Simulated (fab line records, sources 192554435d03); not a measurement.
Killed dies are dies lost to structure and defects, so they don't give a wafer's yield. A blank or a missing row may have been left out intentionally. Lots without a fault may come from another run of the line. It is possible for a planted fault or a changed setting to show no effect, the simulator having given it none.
fab line records	flow n5Finfet
record lots=8	wafers=24	lastDay=17
route steps=1938 shown MOL_CONTACT_COAG@588 BEOL_M4@1111 PASSIVATION@1936
lots with no fault: from the same line, run without faults
startH: the number of hours between the record's first day and the start of the first shown wafer of the lot	waitH: how many hours have passed since the lot's step before this one	" the same as in the row above	L1.1+2: several wafers, shown together as one row	- no value, or no start given	* or withheld: withheld	< > ~ a bound
route shown NAME@n: names a module that has steps shown in the file, with the first one's number in the route	usual: average and standard deviation across the fault-free wafers	same: alike in all rows	chamber/n: place in a boat	sites: the reading at each site	_std_site: standard deviation of those values	_edge_site: the outer-site mean with the inner-site mean subtracted	radiusMm: how far each site lies from the wafer's centre	mask NAME#n: copy n	behind: the last tool/chamber to shape the wafer	hold: what put the lot on hold/how long, in hours/how the hold closed	device: the transistor (n, p or np) that didn't switch	end of line: tests run on the same wafers once the route is complete	where a step has no rows: the recipe by itself	killed: not the wafer's yield, but the dies lost to structure and defects at the first sort	map: shows each die of a wafer: x if killed, . if not, _ if none is there
set.NAME: the setting that was run; set.NAME@STEP: the one run at that earlier step	model.NAME: the simulator's own value behind a step, which no gauge read
one table for each step of the route and one row for each wafer, over a sample of lots
services: from which hour (startH, from the record's first day; less than 0 if before it) a tool's chamber was out of use, for how many hours, and why
## steps
# step N5_MOL_CONTACT_COAG_ETCH_47
# recipe chemistry=CH3F/O2	target=SiNx	targetDepthA=270	maskMaterial=SiO2	stopOn=W	overEtchFrac=0.2	ionEnergyEv=120	endpoint=OES-CN	pressureMtorr=30	sourceW=395	biasW=73	Ar_flow_sccm=150	CH3F_flow_sccm=30	O2_flow_sccm=20	ends=endPoint
# usual biasW=72.98/0.24	drypumpMotorCurrentA=5.6/0.5	etchRfOnTimeS=30.9/0.69	oesProductAu=0.74/0.084	rfVppV=295/5.4	showerheadPlenumPTorr=2.01/0.076	throttleValvePct=16.35/0.25
lot.wafer	tool	chamber	startH	waitH	biasW	drypumpMotorCurrentA	etchRfOnTimeS	oesProductAu	rfHoursCounterH	rfVppV	showerheadPlenumPTorr	throttleValvePct
L371.2	rieDiel-01	0	115.84	0.0	72.77	4.7	31.2	0.66	179	295	1.97	16.17
L371.3	"	2	"	"	72.86	6.2	31.4	0.61	239	296	2.06	16.61
L371.4	"	3	"	"	73.02	5.4	31.1	0.83	17	305	1.96	16.10
L380.3	rieDiel-02	1	173.51	0.0	72.90	6.3	32.0	0.69	147	289	1.94	16.26
L380.4	"	3	"	"	72.98	6.1	30.6	0.89	1	293	1.96	16.23
L380.6	"	2	"	"	73.08	5.8	30.7	0.81	-	305	2.05	16.21
L381.1	rieDiel-02	2	177.27	0.0	73.10	5.8	30.1	0.80	21	306	2.05	16.20
L381.2	"	3	"	"	72.86	6.1	30.4	0.89	2	291	1.96	16.23
L381.5	"	1	"	"	73.56	6.3	31.1	0.69	-	288	1.94	16.24
L382.3	rieDiel-01	3	180.64	0.0	72.86	5.4	30.9	0.80	34	306	1.96	16.11
L382.4	"	0	"	"	72.59	4.7	31.6	0.65	203	294	1.96	16.22
L382.6	"	3	"	"	72.93	5.4	31.0	0.80	-	305	1.95	16.12
L387.1	rieDiel-01	1	212.92	0.0	72.66	5.0	31.5	0.65	189	299	1.92	16.85
L387.3	"	2	"	"	72.97	6.2	31.0	0.82	18	294	2.05	16.20
L387.4	"	0	"	"	72.96	4.7	31.6	0.64	214	293	1.96	16.24
L388.2	rieDiel-01	3	226.92	0.0	73.64	5.4	31.6	0.77	50	305	1.95	16.15
L388.3	"	2	"	"	72.47	6.2	31.3	0.82	23	295	2.05	16.21
L388.6	"	3	"	"	73.12	5.4	31.5	0.77	-	305	1.95	16.15
L390.1	rieDiel-01	1	230.58	0.0	72.83	5.0	32.1	0.63	196	298	1.91	16.84
L390.4	"	0	"	"	72.91	4.7	31.9	0.63	222	294	1.96	16.25
L390.5	"	0	"	"	72.81	4.7	32.1	0.63	-	292	1.96	16.25
L391.2	rieDiel-06	1	235.21	0.0	73.06	6.3	30.4	0.81	33	298	1.95	16.10
L391.4	"	0	"	"	72.83	5.7	30.4	0.75	74	296	2.12	16.21
L391.5	"	0	"	"	73.13	5.7	30.6	0.74	-	295	2.12	16.21
# step N5_MOL_CONTACT_COAG_ETCH_124
# recipe chemistry=CH3F/O2	target=SiNx	targetDepthA=65	maskMaterial=SOC	stopOn=SiOC	overEtchFrac=0.3	ionEnergyEv=120	pressureMtorr=30	sourceW=395	biasW=73	Ar_flow_sccm=150	CH3F_flow_sccm=30	O2_flow_sccm=20	ends=endPoint
# usual biasW=72.98/0.23	drypumpMotorCurrentA=5.8/0.42	oesProductAu=0.71/0.072	rfVppV=294/6	showerheadPlenumPTorr=2.02/0.082	throttleValvePct=16.29/0.2
lot.wafer	tool	chamber	startH	waitH	biasW	drypumpMotorCurrentA	oesProductAu	rfHoursCounterH	rfVppV	showerheadPlenumPTorr	throttleValvePct
L371.2	rieDiel-06	0	117.20	0.0	73.08	5.7	0.75	35	296	2.14	16.11
L371.3	"	2	"	"	72.97	5.5	0.62	188	287	2.07	16.73
L371.4	"	2	"	"	73.37	5.6	0.61	-	286	2.07	16.71
L380.3	rieDiel-06	3	174.80	0.0	75.88	5.6	0.68	90	301	1.94	16.39
L380.4	"	3	"	"	75.85	5.6	0.69	-	301	1.94	16.39
L380.6	"	0	"	"	73.46	5.7	0.71	-	294	2.13	16.15
L381.1	rieDiel-02	1	178.58	0.0	72.88	6.3	0.66	149	288	1.94	16.24
L381.2	"	3	"	"	73.20	6.1	0.83	3	293	1.96	16.18
L381.5	"	0	"	"	73.04	5.5	0.75	-	289	2.15	16.26
L382.3	rieDiel-06	2	181.86	0.0	73.13	5.5	0.60	211	286	2.06	16.77
L382.4	"	3	"	"	76.20	5.6	0.68	93	301	1.94	16.41
L382.6	"	3	"	"	76.21	5.6	0.68	-	301	1.94	16.42
L387.1	rieDiel-02	2	214.35	0.0	72.45	5.8	0.73	34	305	2.05	16.20
L387.3	"	0	"	"	73.03	5.5	0.74	50	290	2.14	16.30
L387.4	"	3	"	"	73.11	6.1	0.79	16	292	1.96	16.21
L388.2	rieDiel-01	1	229.78	0.0	73.09	5.0	0.62	196	298	1.91	16.83
L388.3	"	3	"	"	73.18	5.4	0.74	52	305	1.95	16.14
L388.6	"	1	"	"	73.12	5.0	0.62	-	298	1.91	16.82
L390.1	rieDiel-02	3	233.30	0.0	73.09	6.1	0.78	25	292	1.95	16.24
L390.4	"	0	"	"	72.90	5.5	0.74	59	289	2.14	16.30
L390.5	"	3	"	"	72.87	6.1	0.78	-	291	1.95	16.23
L391.2	rieDiel-02	0	236.73	0.0	73.04	5.5	0.72	61	290	2.14	16.32
L391.4	"	1	"	"	73.00	6.3	0.65	-	287	1.93	16.28
L391.5	"	3	"	"	73.12	6.1	0.77	-	293	1.95	16.23
# step N5_MOL_CONTACT_COAG_ETCH_48
# recipe chemistry=C4F6/O2	targetDepthA=150	overetchA=45	maskMaterial=SOC	target=SiOC	biasW=465	pressureMtorr=10	timeS=17	sourceW=335	Ar_flow_sccm=300	C4F6_flow_sccm=10	O2_flow_sccm=10	ionEnergyEv=576
# usual biasW=465.1/1.4	drypumpMotorCurrentA=5.8/0.42	oesProductAu=0.71/0.08	rfVppV=1570/30	showerheadPlenumPTorr=2.86/0.11	throttleValvePct=40.7/0.43
lot.wafer	tool	chamber	startH	waitH	biasW	drypumpMotorCurrentA	oesProductAu	rfHoursCounterH	rfVppV	showerheadPlenumPTorr	throttleValvePct
L371.2	rieDiel-06	0	117.24	0.0	466.1	5.8	0.72	35	1579	3.03	40.2
L371.3	"	2	"	"	464.9	5.6	0.60	188	1534	2.94	41.2
L371.4	"	2	"	"	464.2	5.6	0.62	-	1534	2.94	41.3
L380.3	rieDiel-06	3	174.84	0.0	467.7	5.6	0.69	90	1561	2.76	40.8
L380.4	"	3	"	"	465.7	5.6	0.70	-	1561	2.76	40.8
L380.6	"	0	"	"	465.9	5.7	0.71	-	1579	3.02	40.2
L381.1	rieDiel-02	1	178.62	0.0	466.4	6.4	0.65	149	1544	2.76	40.5
L381.2	"	3	"	"	466.7	6.1	0.87	3	1562	2.79	40.7
L381.5	"	0	"	"	464.8	5.5	0.81	-	1553	3.04	41.2
L382.3	rieDiel-06	2	181.90	0.0	464.3	5.5	0.62	211	1534	2.93	41.3
L382.4	"	3	"	"	464.7	5.6	0.69	93	1560	2.75	40.8
L382.6	"	3	"	"	465.7	5.5	0.70	-	1560	2.75	40.8
L387.1	rieDiel-02	2	214.39	0.0	466.0	5.8	0.70	34	1630	2.91	40.8
L387.3	"	0	"	"	464.5	5.6	0.69	50	1553	3.03	41.1
L387.4	"	3	"	"	464.8	6.1	0.72	16	1561	2.78	40.7
L388.2	rieDiel-01	1	229.82	0.0	464.5	5.0	0.63	196	1592	2.72	41.5
L388.3	"	3	"	"	464.4	5.4	0.79	52	1625	2.77	41.2
L388.6	"	1	"	"	465.5	5.0	0.62	-	1593	2.72	41.5
L390.1	rieDiel-02	3	233.34	0.0	466.1	6.1	0.83	25	1561	2.78	40.8
L390.4	"	0	"	"	464.1	5.5	0.74	59	1553	3.03	41.2
L390.5	"	3	"	"	465.9	6.1	0.77	-	1561	2.78	40.7
L391.2	rieDiel-02	0	236.77	0.0	466.9	5.5	0.73	61	1553	3.03	41.2
L391.4	"	1	"	"	465.2	6.3	0.66	-	1542	2.75	40.5
L391.5	"	3	"	"	466.8	6.1	0.77	-	1561	2.78	40.7
# step N5_MOL_CONTACT_COAG_CMP_52
# recipe stopOn=SiO2	tOverpolishS=1.5	postCmpClean=wDiluteNh4oh	downForcePsi=4	platenRpm=50.289	padVelocityMS=1.0006	targetThkNm=66.5
# usual motorCurrentA=12.3/1.2	overpolishRunS=1.499/0.0084	timeToEndpointS=13.6/2.6
lot.wafer	tool	chamber	startH	waitH	motorCurrentA	overpolishRunS	timeToEndpointS
L371.3	cmp-04	2	118.02	0.0	12.4	1.506	9.3
L371.2	"	0	"	"	11.4	1.509	12.5
L371.4	"	1	"	"	11.7	1.513	15.3
L380.3	cmp-04	3	175.66	0.1	11.0	1.494	17.1
L380.4	"	0	"	"	10.3	1.502	14.2
L380.6	"	2	"	"	12.7	1.515	10.2
L381.1	cmp-04	1	179.39	0.1	12.2	1.489	15.7
L381.2	"	2	"	"	12.1	1.504	10.7
L381.5	"	1	"	"	11.5	1.492	13.6
L382.4	cmp-04	1	182.68	0.1	12.0	1.492	16.6
L382.3	"	3	"	"	11.1	1.502	15.6
L382.6	"	1	"	"	12.5	1.498	14.1
L387.1	cmp-02	2	215.13	0.0	14.5	1.498	19.0
L387.3	"	3	"	"	10.8	1.494	14.8
L387.4	"	0	"	"	13.1	1.500	12.6
L388.3	cmp-03	0	230.55	0.0	13.2	1.499	14.1
L388.2	"	1	"	"	11.9	1.508	12.5
L388.6	"	0	"	"	13.8	1.492	14.0
L390.4	cmp-04	2	234.08	0.0	12.4	1.500	7.4
L390.1	"	0	"	"	11.7	1.489	10.7
L390.5	"	3	"	"	10.9	1.488	10.8
L391.2	cmp-02	1	237.51	0.0	12.1	1.496	12.6
L391.4	"	0	"	"	13.0	1.503	9.8
L391.5	"	1	"	"	13.4	1.510	15.4
# step N5_BEOL_M4_RC_MEAS_101
# usual DIBL_N=36.8/1.5	DIBL_P=37.1/2.1	IOFF_N=0.168/0.03	IOFF_P=0.22/0.034	ION_N=679/12	ION_P=466/8	SS_N=71.7/0.58	SS_P=73.5/0.67	VT_N=248.8/2.7	VT_P=-250/3.3
lot.wafer	tool	chamber	startH	waitH	DIBL_N[mV/V]	DIBL_P[mV/V]	IOFF_N[nA/um]	IOFF_P[nA/um]	ION_N[uA/um]	ION_P[uA/um]	SS_N[mV/dec]	SS_P[mV/dec]	VT_N[mV]	VT_P[mV]
L371.2	prober-02	0	181.93	0.2	36.8	36.8	0.162	0.26	690	482	71.3	73.5	248.8	-246
L371.3	"	0	"	"	37.9	38.8	0.184	0.29	689	479	71.8	74.2	249.6	-242
L371.4	"	0	"	"	37.9	37.6	0.190	0.26	704	486	71.9	73.5	246.3	-246
L380.3	prober-02	0	240.63	0.3	37.1	39.3	0.176	0.24	677	463	72.4	73.6	250.6	-246
L380.4	"	0	"	"	36.8	40.2	0.175	0.27	670	463	72.5	74.6	249.6	-246
L380.6	"	0	"	"	37.4	40.5	0.181	0.27	674	466	72.5	74.3	247.8	-246
L381.1	prober-02	0	242.12	0.0	34.3	32.5	0.132	0.19	662	465	70.9	73.3	250.2	-251
L381.2	"	0	"	"	36.4	34.9	0.166	0.22	676	470	71.2	73.4	247.7	-250
L381.5	"	0	"	"	35.6	34.2	0.152	0.21	670	461	71.0	74.0	249.4	-250
L382.3	prober-02	0	246.82	0.3	41.2	40.8	0.240	0.32	677	468	72.2	76.2	245.5	-248
L382.4	"	0	"	"	36.5	34.4	0.138	0.21	662	464	71.1	73.5	253.0	-251
L382.6	"	0	"	"	35.5	32.9	0.124	0.18	657	455	71.1	72.4	253.3	-249
L387.1	prober-01	0	275.70	0.0	36.0	37.5	0.143	0.21	670	462	72.4	74.4	250.8	-251
L387.3	"	0	"	"	36.6	37.5	0.163	0.20	677	460	72.0	73.6	247.4	-251
L387.4	"	0	"	"	33.2	33.1	0.102	0.15	651	451	71.3	72.1	255.1	-254
L388.2	prober-02	0	294.62	0.2	38.9	37.8	0.177	0.19	678	460	72.3	73.9	247.2	-256
L388.3	"	0	"	"	36.8	35.5	0.135	0.17	675	459	70.8	73.3	254.0	-256
L388.6	"	0	"	"	38.6	36.7	0.174	0.18	683	462	72.4	73.7	249.3	-257
L390.1	prober-02	0	296.59	0.0	33.4	33.0	0.126	0.19	679	469	71.3	72.9	252.8	-251
L390.4	"	0	"	"	34.7	34.8	0.147	0.22	681	472	71.5	73.4	252.4	-247
L390.5	"	0	"	"	36.5	36.2	0.164	0.26	678	474	72.4	73.0	248.7	-246
L391.2	prober-01	0	314.67	0.2	37.7	38.6	0.167	0.25	676	467	71.3	73.1	249.5	-246
L391.4	"	0	"	"	38.0	37.2	0.171	0.22	680	469	71.0	72.6	249.2	-248
L391.5	"	0	"	"	35.4	34.7	0.135	0.18	667	455	71.3	72.9	252.4	-251
# step N5_PASSIVATION_PROBE_49
# usual defectLimitedYield=91.0/1.5	killed_at_M0_to_M3=34/11	killed_at_M4_up=14/5.3	killedAtContacts=13/7	killedAtFrontEnd=41/13	killedAtOther=4/3.1	killedDies=106/17	killedOnRim=14/3.9	killedOpen=70/12	killedShort=35/8	sort_bin_5_function=5.2/0.98	sort_bin_6_memory=3.4/0.69	sortNPass=1074/17	sortYieldPct=91.0/1.5
# same grossDies=1180	killedAtBackSide=0	sort_bin_4_leakage[%]=0	sort_bin_8_speed[%]=0
lot.wafer	tool	chamber	startH	waitH	defectLimitedYield[%]	killed_at_M0_to_M3	killed_at_M4_up	killedAtContacts	killedAtFrontEnd	killedAtOther	killedDies	killedOnRim	killedOpen	killedShort	sort_bin_5_function[%]	sort_bin_6_memory[%]	sortNPass	sortYieldPct[%]
L371.2	prober-01	-	288.75	0.1	92.3	17	20	9	39	6	91	13	59	30	4.6	2.8	1089	92.3
L371.3	prober-01	-	288.80	0.1	92.4	32	25	7	23	3	90	10	54	34	4.3	3.1	1090	92.4
L371.4	prober-01	-	288.85	0.2	93.1	22	9	11	40	0	82	14	52	30	3.4	3.3	1098	93.1
L381.1	prober-02	-	341.91	0.0	91.4	31	12	10	43	6	102	18	69	33	5.3	3.1	1078	91.4
L381.2	prober-02	-	341.96	0.1	88.9	48	21	9	51	2	131	23	89	42	6.8	3.7	1049	88.9
L381.5	prober-02	-	342.11	0.2	91.8	23	20	6	43	5	97	16	55	39	4.8	3.0	1083	91.8
L382.3	prober-02	-	349.07	0.1	90.9	38	18	22	24	5	107	17	72	35	5.5	3.1	1073	90.9
L382.4	prober-02	-	349.12	0.2	92.4	28	15	29	15	3	90	14	62	27	4.7	2.6	1090	92.4
L382.6	prober-02	-	349.22	0.3	90.9	37	15	13	37	5	107	18	69	37	5.4	3.4	1073	90.9
L380.3	prober-02	-	356.60	0.1	93.6	23	11	3	33	6	76	11	40	35	3.6	2.7	1104	93.6
L380.4	prober-02	-	356.65	0.2	91.8	35	11	12	33	6	97	18	63	34	4.7	3.3	1083	91.8
L380.6	prober-02	-	356.75	0.3	90.3	32	11	18	47	7	115	13	82	33	5.9	3.6	1065	90.3
L387.1	prober-02	-	380.97	0.0	90.0	40	14	26	29	9	118	18	81	36	6.1	3.1	1062	90.0
L387.3	prober-02	-	381.07	0.1	92.7	28	15	17	25	1	86	10	60	26	4.7	2.4	1094	92.7
L387.4	prober-02	-	381.12	0.2	89.4	31	9	30	53	2	125	20	78	43	6.1	3.7	1055	89.4
L388.2	prober-01	-	398.00	0.1	90.9	26	17	8	50	6	107	15	69	38	5.3	3.4	1073	90.9
L388.3	prober-01	-	398.05	0.1	90.6	44	11	8	47	1	111	10	68	42	5.0	4.0	1069	90.6
L388.6	prober-01	-	398.20	0.3	88.9	60	15	20	36	0	131	19	88	42	7.6	3.1	1049	88.9
L390.1	prober-02	-	404.80	0.0	91.1	53	7	13	32	0	105	15	68	36	5.0	3.5	1075	91.1
L390.4	prober-02	-	404.95	0.2	92.2	43	12	11	26	0	92	15	68	23	5.3	2.2	1088	92.2
L390.5	prober-02	-	405.00	0.2	89.7	63	10	8	40	1	122	19	83	38	6.8	3.5	1058	89.7
L391.2	prober-02	-	409.86	0.1	88.8	52	24	4	51	1	132	17	85	43	6.4	3.9	1048	88.8
L391.4	prober-02	-	409.96	0.2	90.5	34	14	13	50	1	112	13	79	33	5.8	3.5	1068	90.5
L391.5	prober-02	-	410.01	0.2	90.7	41	15	8	44	2	110	17	74	33	5.8	3.2	1070	90.7
# killed by level:class
L371.2 FIN_SAQP:geometricParticle:open=10 MOL_CONTACT_COAG:geometricParticle:open=7 GATE_CUT:geometricParticle:short=6 BEOL_M0_SAQP:geometricParticle:open=5 DUMMY_GATE:geometricParticle:open=4 GATE_CUT:geometricParticle:open=4 BEOL_M0_SAQP:geometricParticle:short=4 BEOL_M5:geometricParticle:open=4
L371.3 BEOL_M4:geometricParticle:open=16 BEOL_M0_SAQP:geometricParticle:open=7 FIN_SAQP:geometricParticle:open=6 BEOL_M0_SAQP:geometricParticle:short=6 BEOL_M4:geometricParticle:short=5 MOL_CONTACT_COAG:geometricParticle:open=4 BEOL_M0:geometricParticle:open=4 FIN_SAQP:geometricParticle:short=3
L371.4 MOL_CONTACT_COAG:geometricParticle:open=8 BEOL_M0_SAQP:geometricParticle:short=8 FIN_SAQP:geometricParticle:open=7 GATE_CUT:geometricParticle:short=6 BEOL_M4:geometricParticle:open=6 FIN_SAQP:geometricParticle:short=5 DUMMY_GATE:geometricParticle:open=5 STI_FIN_REVEAL:geometricParticle:open=4
L381.1 BEOL_M2:geometricParticle:open=13 FIN_SAQP:geometricParticle:open=8 STI_FIN_REVEAL:geometricParticle:open=8 MOL_CONTACT_COAG:geometricParticle:open=7 DUMMY_GATE:geometricParticle:open=6 FIN_SAQP:geometricParticle:short=5 BEOL_M2:geometricParticle:short=4 STARTING-WAFER:geometricParticle:short=4
L381.2 BEOL_M2:geometricParticle:open=12 FIN_SAQP:geometricParticle:short=11 BEOL_M1:geometricParticle:open=10 MOL_CONTACT_COAG:geometricParticle:open=9 BEOL_M4:geometricParticle:open=9 STI_FIN_REVEAL:geometricParticle:open=8 GATE_CUT:geometricParticle:short=7 GATE_CUT:geometricParticle:open=7
L381.5 FIN_SAQP:geometricParticle:short=9 STI_FIN_REVEAL:geometricParticle:open=8 BEOL_M4:geometricParticle:open=8 BEOL_M2:geometricParticle:open=7 MOL_CONTACT_COAG:geometricParticle:open=5 BEOL_M2:geometricParticle:short=4 BEOL_M3:geometricParticle:open=4 BEOL_M6:geometricParticle:open=4
L382.3 MOL_CONTACT_COAG:geometricParticle:open=15 BEOL_M3:geometricParticle:open=11 BEOL_M4:geometricParticle:open=11 BEOL_M0_SAQP:geometricParticle:short=8 STI_FIN_REVEAL:geometricParticle:open=7 MOL_CONTACT_COAG:geometricParticle:short=7 BEOL_M2:geometricParticle:open=7 BEOL_M1:geometricParticle:open=5
L382.4 MOL_CONTACT_COAG:geometricParticle:open=20 BEOL_M0_SAQP:geometricParticle:open=9 MOL_CONTACT_COAG:geometricParticle:short=8 BEOL_M0_SAQP:geometricParticle:short=8 BEOL_M4:geometricParticle:open=7 STI_FIN_REVEAL:geometricParticle:open=5 BEOL_M3:geometricParticle:open=5 GATE_CUT:geometricParticle:short=3
L382.6 MOL_CONTACT_COAG:geometricParticle:open=10 FIN_SAQP:geometricParticle:open=8 BEOL_M2:geometricParticle:open=8 BEOL_M3:geometricParticle:open=8 ILD0:geometricParticle:short=7 BEOL_M0_SAQP:geometricParticle:short=7 FIN_SAQP:geometricParticle:short=6 BEOL_M1:geometricParticle:open=6
L380.3 DUMMY_GATE:geometricParticle:open=9 BEOL_M0_SAQP:geometricParticle:open=8 STARTING-WAFER:geometricParticle:short=6 FIN_SAQP:geometricParticle:short=4 BEOL_M0_SAQP:geometricParticle:short=4 BEOL_M2:geometricParticle:open=4 BEOL_M4:geometricParticle:open=4 DUMMY_GATE:geometricParticle:short=3
L380.4 BEOL_M2:geometricParticle:open=11 STI_FIN_REVEAL:geometricParticle:open=7 MOL_CONTACT_COAG:geometricParticle:open=7 GATE_CUT:geometricParticle:short=6 BEOL_M0_SAQP:geometricParticle:short=6 MOL_CONTACT_COAG:geometricParticle:short=5 BEOL_M1:geometricParticle:open=5 STARTING-WAFER:geometricParticle:open=5
L380.6 STI_FIN_REVEAL:geometricParticle:open=19 MOL_CONTACT_COAG:geometricParticle:open=15 BEOL_M3:geometricParticle:open=11 BEOL_M0_SAQP:geometricParticle:open=6 BEOL_M0_SAQP:geometricParticle:short=6 FIN_SAQP:geometricParticle:short=5 GATE_CUT:geometricParticle:short=5 STARTING-WAFER:geometricParticle:open=5
L387.1 MOL_CONTACT_COAG:geometricParticle:open=23 BEOL_M0_SAQP:geometricParticle:open=13 FIN_SAQP:geometricParticle:short=10 BEOL_M0_SAQP:geometricParticle:short=10 BEOL_M1:geometricParticle:open=8 BEOL_M4:geometricParticle:open=7 FIN_SAQP:geometricParticle:open=5 GATE_CUT:geometricParticle:short=4
L387.3 MOL_CONTACT_COAG:geometricParticle:open=12 BEOL_M1:geometricParticle:open=12 BEOL_M4:geometricParticle:open=9 FIN_SAQP:geometricParticle:open=8 STI_FIN_REVEAL:geometricParticle:open=8 BEOL_M0_SAQP:geometricParticle:short=6 MOL_CONTACT_COAG:geometricParticle:short=5 FIN_SAQP:geometricParticle:short=3
L387.4 MOL_CONTACT_COAG:geometricParticle:open=24 FIN_SAQP:geometricParticle:short=12 STI_FIN_REVEAL:geometricParticle:open=10 BEOL_M1:geometricParticle:open=8 FIN_SAQP:geometricParticle:open=6 MOL_CONTACT_COAG:geometricParticle:short=6 BEOL_M0_SAQP:geometricParticle:short=6 GATE_CUT:geometricParticle:open=5
L388.2 FIN_SAQP:geometricParticle:open=21 FIN_SAQP:geometricParticle:short=10 MOL_CONTACT_COAG:geometricParticle:open=7 BEOL_M2:geometricParticle:open=6 BEOL_M4:geometricParticle:short=6 STI_FIN_REVEAL:geometricParticle:open=5 BEOL_M0_SAQP:geometricParticle:short=5 BEOL_M4:geometricParticle:open=5
L388.3 FIN_SAQP:geometricParticle:open=16 BEOL_M0_SAQP:geometricParticle:short=15 BEOL_M2:geometricParticle:open=9 FIN_SAQP:geometricParticle:short=8 BEOL_M0:geometricParticle:open=6 BEOL_M0_SAQP:geometricParticle:open=6 DUMMY_GATE:geometricParticle:open=5 MOL_CONTACT_COAG:geometricParticle:open=5
L388.6 BEOL_M0_SAQP:geometricParticle:open=18 BEOL_M0_SAQP:geometricParticle:short=13 MOL_CONTACT_COAG:geometricParticle:open=12 FIN_SAQP:geometricParticle:open=11 BEOL_M2:geometricParticle:open=10 FIN_SAQP:geometricParticle:short=8 MOL_CONTACT_COAG:geometricParticle:short=8 BEOL_M1:geometricParticle:open=8
L390.1 BEOL_M2:geometricParticle:open=13 FIN_SAQP:geometricParticle:short=11 MOL_CONTACT_COAG:geometricParticle:open=10 BEOL_M0_SAQP:geometricParticle:open=9 DUMMY_GATE:geometricParticle:open=8 FIN_SAQP:geometricParticle:open=7 BEOL_M0_SAQP:geometricParticle:short=7 BEOL_M2:geometricParticle:short=7
L390.4 BEOL_M2:geometricParticle:open=18 FIN_SAQP:geometricParticle:short=10 MOL_CONTACT_COAG:geometricParticle:open=10 BEOL_M0_SAQP:geometricParticle:open=8 FIN_SAQP:geometricParticle:open=7 BEOL_M4:geometricParticle:open=7 BEOL_M0_SAQP:geometricParticle:short=5 BEOL_M1:geometricParticle:open=4
L390.5 BEOL_M2:geometricParticle:open=12 BEOL_M0_SAQP:geometricParticle:open=11 BEOL_M3:geometricParticle:open=10 BEOL_M1:geometricParticle:open=9 FIN_SAQP:geometricParticle:short=8 STI_FIN_REVEAL:geometricParticle:open=7 MOL_CONTACT_COAG:geometricParticle:open=7 DUMMY_GATE:geometricParticle:open=6
L391.2 BEOL_M0_SAQP:geometricParticle:short=18 BEOL_M0_SAQP:geometricParticle:open=14 BEOL_M4:geometricParticle:open=12 FIN_SAQP:geometricParticle:open=11 STI_FIN_REVEAL:geometricParticle:open=11 BEOL_M3:geometricParticle:open=7 STARTING-WAFER:geometricParticle:short=7 DUMMY_GATE:geometricParticle:open=6
L391.4 STI_FIN_REVEAL:geometricParticle:open=21 MOL_CONTACT_COAG:geometricParticle:open=11 BEOL_M3:geometricParticle:open=10 STI_FIN_REVEAL:geometricParticle:short=6 FIN_SAQP:geometricParticle:open=5 FIN_SAQP:geometricParticle:short=5 BEOL_M0_SAQP:geometricParticle:short=5 BEOL_M2:geometricParticle:open=5
L391.5 BEOL_M3:geometricParticle:open=14 FIN_SAQP:geometricParticle:open=10 BEOL_M0_SAQP:geometricParticle:open=10 BEOL_M0_SAQP:geometricParticle:short=10 FIN_SAQP:geometricParticle:short=7 STI_FIN_REVEAL:geometricParticle:open=7 MOL_CONTACT_COAG:geometricParticle:open=6 BEOL_M0:geometricParticle:open=4
## services
tool	chamber	startH	hours	kind
rieDiel-02	2	96.77	1.5	repair
rieDiel-02	2	101.58	-	clean
rieDiel-02	2	101.58	-	consumableReplace:focusRing
rieDiel-02	2	101.58	20.0	scheduledDown
rieDiel-02	2	101.58	20.0	ventCycle
rieDiel-06	1	109.69	-	clean
rieDiel-06	1	109.69	-	consumableReplace:focusRing
rieDiel-06	1	109.69	20.6	scheduledDown
cmp-04	-	111.90	1.4	repair
cmp-02	-	123.18	4.0	pm
cmp-03	-	127.15	1.9	repair
rieDiel-01	3	130.35	4.5	repair
rieDiel-02	3	148.32	-	clean
rieDiel-02	3	148.32	-	consumableReplace:focusRing
rieDiel-02	3	148.32	21.2	scheduledDown
rieDiel-02	3	148.32	21.2	ventCycle
rieDiel-01	-	148.96	0.1	repair
rieDiel-02	1	158.46	5.5	repair
cmp-04	-	192.99	4.0	pm
cmp-03	-	203.68	0.3	repair
cmp-02	-	212.38	0.3	repair
rieDiel-06	-	215.62	15.6	pm
cmp-04	-	221.33	1.1	repair
rieDiel-02	2	235.45	2.4	repair
## key
firstSign step=N5_MOL_CONTACT_COAG_ETCH_124	reading=biasW	direction=up	sigmas=14	usual=*	struck=*
effect none on later readings
metAt N5_MOL_CONTACT_COAG_ETCH_124
struckLots L380,L382
struckWafers L380.3,L380.4,L382.4,L382.6
notActingAt N5_MOL_CONTACT_COAG_ETCH_47,N5_MOL_CONTACT_COAG_ETCH_48,N5_MOL_CONTACT_COAG_CMP_52
fault kind=processParameterDrift	tool=rieDiel-06	chamber=3	onsetH=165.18	steps=N5_MOL_CONTACT_COAG_ETCH_124	channel=biasW	offset=*	shape=step	endH=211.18	actsIn=*	stated=*
